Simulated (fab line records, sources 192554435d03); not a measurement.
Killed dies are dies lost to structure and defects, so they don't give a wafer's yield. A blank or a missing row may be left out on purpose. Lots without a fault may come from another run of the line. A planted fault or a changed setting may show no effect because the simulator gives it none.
Problem report in the 8D (eight disciplines) form, filled by code | flow n5_finfet | the parts of the form that need people (team, actions taken, sign-off) are left out

1. THE PROBLEM
trench_depth_nm at N5_BEOL_M3_OCD_MEAS_38 reads a mean of 76.1 nm on 1 wafer of 1 lot; wafers without a fault read 55.9 nm with a standard deviation of 1.7. That is +12 standard deviations from the usual mean.
First seen on wafer L592.2, day 9 13:47, on ocd-02. The record holds 27 wafers of 9 lots with a number at this step. Rule for "out", or "out of limits": more than 4 standard deviations from the usual mean. The other wafers with a number count as sound.

2. WHAT IT IS AND WHAT IT IS NOT
question                    | is               | is not
which readings at this step | trench_depth_nm  | -
which lots                  | L592             | L583, L586, L588, L590, L599, L600, L603, L605
which wafers of those lots  | L592.2           | L592.3, L592.5
read on which gauges        | ocd-02           | ocd-01
when                        | from day 9 13:47 | up to then (14 sound wafers); but 12 sound wafers of L599, L600, L603, L605 came after

3. SUSPECTS, AND WHAT RULES EACH OUT
Counting: a tool at a process step up to the reading stays a suspect if it ran every lot that is out. Sound lots after the first of them don't rule it out here, since some wafers of a struck lot are sound.
- the gauge at N5_BEOL_M3_OCD_MEAS_38: kept. All the wafers that are out were read on ocd-02, and no step on other tools shows them out.
- rie_diel-03 at N5_BEOL_M3_VIA_ETCH_34 (etches the open film in C4F6/O2, target depth 69.4 nm, time 65.9 s): kept. It ran the lot that is out, L592 (day 9 13:31); its last sound lot up to then is L590 (day 8 13:49).
- rie_diel-03 at N5_BEOL_M3_TRENCH_ETCH_37 (etches SiOC in C4F6/O2, target depth 55.555 nm, time 29.2 s): kept. It ran the lot that is out, L592 (day 9 13:37); its last sound lot up to then is L590 (day 8 13:55).
- rie_diel-03 at N5_BEOL_M3_STRIP_97 (strips in N2/H2, time 10 s): kept. It ran the lot that is out, L592 (day 9 13:47); its last sound lot up to then is L590 (day 8 14:04). N5_BEOL_M3_STRIP_97 gives no start for some lots, so the hours and the order of its lots are those of N5_BEOL_M3_OCD_MEAS_38.
- Within rie_diel-03 at N5_BEOL_M3_VIA_ETCH_34: the wafers that are out ran in chamber 0; their sound lot-mates ran in chambers 1, 2.
- Within rie_diel-03 at N5_BEOL_M3_TRENCH_ETCH_37: the wafers that are out ran in chamber 0; their sound lot-mates ran in chambers 1, 2.
- Within rie_diel-03 at N5_BEOL_M3_STRIP_97: the wafers that are out ran in chamber 0; their sound lot-mates ran in chambers 1, 2.
Left after counting: rie_diel-03 at N5_BEOL_M3_VIA_ETCH_34, rie_diel-03 at N5_BEOL_M3_TRENCH_ETCH_37, rie_diel-03 at N5_BEOL_M3_STRIP_97, ocd-02 at N5_BEOL_M3_OCD_MEAS_38.

4. THE CAUSE (what the simulator had put in)
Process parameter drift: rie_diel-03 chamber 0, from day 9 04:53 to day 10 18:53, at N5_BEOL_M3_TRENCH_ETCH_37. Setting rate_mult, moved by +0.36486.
Counting left 4 suspects, and this tool is among them.

5. THE CHAIN OF EFFECTS, in route order
Each row: a reading whose mean over the struck wafers that have a number lies more than 3 standard deviations from the usual. Only readings for which the record gives a usual standard deviation are gone through. hours: the time from each lot's start at the first step in this table that gives one to its start at this step, as a median over the lots. sigmas: the change in usual standard deviations.
hours | step                   | reading         | usual   | on struck wafers | change | sigmas
0     | N5_BEOL_M3_OCD_MEAS_38 | trench_depth_nm | 55.9 nm | 76.1             | +20.2  | +12
Later measuring or inspecting steps at which every struck wafer that the step has a row for has a number for every such reading, and none has moved that far: N5_BEOL_M4_RC_MEAS_101.

6. WHAT WOULD HAVE CAUGHT IT SOONER
In this record the first reading out of limits at a measuring or inspecting step was taken at day 9 13:47, 9 hours after the fault began at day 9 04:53.
Of the tool readings at N5_BEOL_M3_TRENCH_ETCH_37 for which the record gives a usual standard deviation, none was out on any struck wafer, so an alarm limit of 4 standard deviations on them would not have fired.
All the lots that are out (1) had begun N5_BEOL_M3_TRENCH_ETCH_37 on rie_diel-03 by day 9 13:47. A hold on the tool at that time would have spared none of them.
